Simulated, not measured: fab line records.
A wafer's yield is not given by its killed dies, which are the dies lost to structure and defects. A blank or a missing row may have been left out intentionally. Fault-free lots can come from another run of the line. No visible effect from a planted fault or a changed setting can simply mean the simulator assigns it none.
Split-lot trial	flow n5_finfet	7 lots, 21 wafers read, on a route of 1938 steps

== THE SPLIT ==
At N5_BEOL_M4_ILD_DEP_00 (deposits SiOC from DEMS/O2, target thk 79 nm, time 15.3 s), the setting time_s was moved away from the recipe's 15.3 s on 11 of the 21 wafers read, by -13.4% to +13.2%. This setting was run at the recipe's value on the other wafers.

No step appears in the file between the split and the reading.

== THE READING ==
Values of M4_ILD_THK in nm from N5_BEOL_M4_THK_MEAS_01. Fault-free wafers of this fab line usually give 79.2 nm, standard deviation 0.99 nm.

wafer	tool, chamber at the split	time_s as run, s	against the recipe	M4_ILD_THK, nm	against lot-mates on the recipe
L074.1	pecvd-01, 0	13.27	-13.3%	67.6	-11.8
L074.5	pecvd-01, 2	13.27	-13.3%	69.1	-10.3
L074.6	pecvd-01, 1	15.3	recipe	79.4	-
L083.3	pecvd-01, 1	15.3	recipe	79.7	-
L083.4	pecvd-01, 2	15.3	recipe	80.0	-
L083.5	pecvd-01, 1	15.3	recipe	80.6	-
L090.2	pecvd-01, 2,0	17.29	+13.0%	89.1	no lot-mate on the recipe
L090.3	pecvd-01, 2,0	17.29	+13.0%	88.9	no lot-mate on the recipe
L090.6	pecvd-01, 2	17.29	+13.0%	90.5	no lot-mate on the recipe
L094.1	pecvd-01, 0	16.2	+5.9%	82.7	+4.1
L094.3	pecvd-01, 1	15.3	recipe	78.6	-
L094.4	pecvd-01, 0	16.2	+5.9%	83.4	+4.8
L096.1	pecvd-03, 0	15.3	recipe	78.4	-
L096.2	pecvd-03, 1	17.32	+13.2%	89.2	+9.1
L096.6	pecvd-03, 2	15.3	recipe	81.7	-
L095.1	pecvd-01, 0	15.3	recipe	78.5	-
L095.3	pecvd-01, 2	14.08	-8.0%	73.4	-5.1
L095.5	pecvd-01, 1	14.08	-8.0%	74.2	-4.3
L097.1	pecvd-04, 2	15.3	recipe	79.2	-
L097.3	pecvd-04, 1	15.3	recipe	78.0	-
L097.5	pecvd-04, 1	13.25	-13.4%	69.2	-9.4
Rows listing several chambers each stand for several wafers; the file does not say which wafer went through which chamber.

THE FIT
A straight line over all 21 wafers: M4_ILD_THK changes by +0.771 nm for each +1% of time_s; r = +0.99; the points scatter about the line by 0.98 nm.
The same after taking each lot's own level away (the mean of its wafers on the recipe; 18 wafers): +0.74 nm for each +1%; r = +0.98; scatter 0.96 nm.
On that fit, the largest move of time_s shifts the reading by 9.9 nm.
Across the lots, their own levels run from 78.50 to 80.10 nm, a range of 1.6 times the standard deviation given above.
The two slopes are in agreement: the lot-to-lot level therefore moves the slope only a little.
Check: -10 nm against its lot-mates is what the line predicts for one of the wafers moved furthest among these (-13.4%) when that wafer is left out of the fit. It came out at -9.4 nm against them.

== OTHER SPLITS APPLIED TO THESE WAFERS ==
Other splits were also applied to these wafers ahead of the reading. Each is held against what the fit with the lots' levels taken away leaves over:
other split on the same wafers	wafers away from the commonest value	r with M4_ILD_THK (lot level and that fit taken away)
N5_BEOL_M0_SAQP_SPACER2_ALD_26 target_thk_a	7	-0.37
N5_BEOL_M1_PECVD_72 time_s	11	+0.03
N5_BEOL_M1_COAT_61 spin_rpm	9	-0.09
N5_BEOL_M2_COAT_67 spin_rpm	8	-0.16
N5_BEOL_M2_COAT_76 time_s	8	+0.22
N5_BEOL_M3_COAT_22 spin_rpm	8	-0.43
N5_BEOL_M3_DEP_57 time_s	7	-0.34

== THE WHOLE CHAIN: every reading that the file lists as answering this split, in the file's order ==
step	what it does	reading	change (the file's fit)	r (the file's)
N5_BEOL_M4_ILD_DEP_00	deposits SiOC from DEMS/O2, target thk 79 nm, time 15.3 s	SiOC_of_BEOL_M4_ILD_DEP_00.thk_nm (the simulator's own value, which no gauge read)	+0.73 nm for each +1% of the setting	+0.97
N5_BEOL_M4_THK_MEAS_01		M4_ILD_THK	+0.73 for each +1% of the setting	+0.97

== THE FILE'S OWN FIT ==
M4_ILD_THK changes by +0.73 nm for each +1% of time_s, r = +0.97.
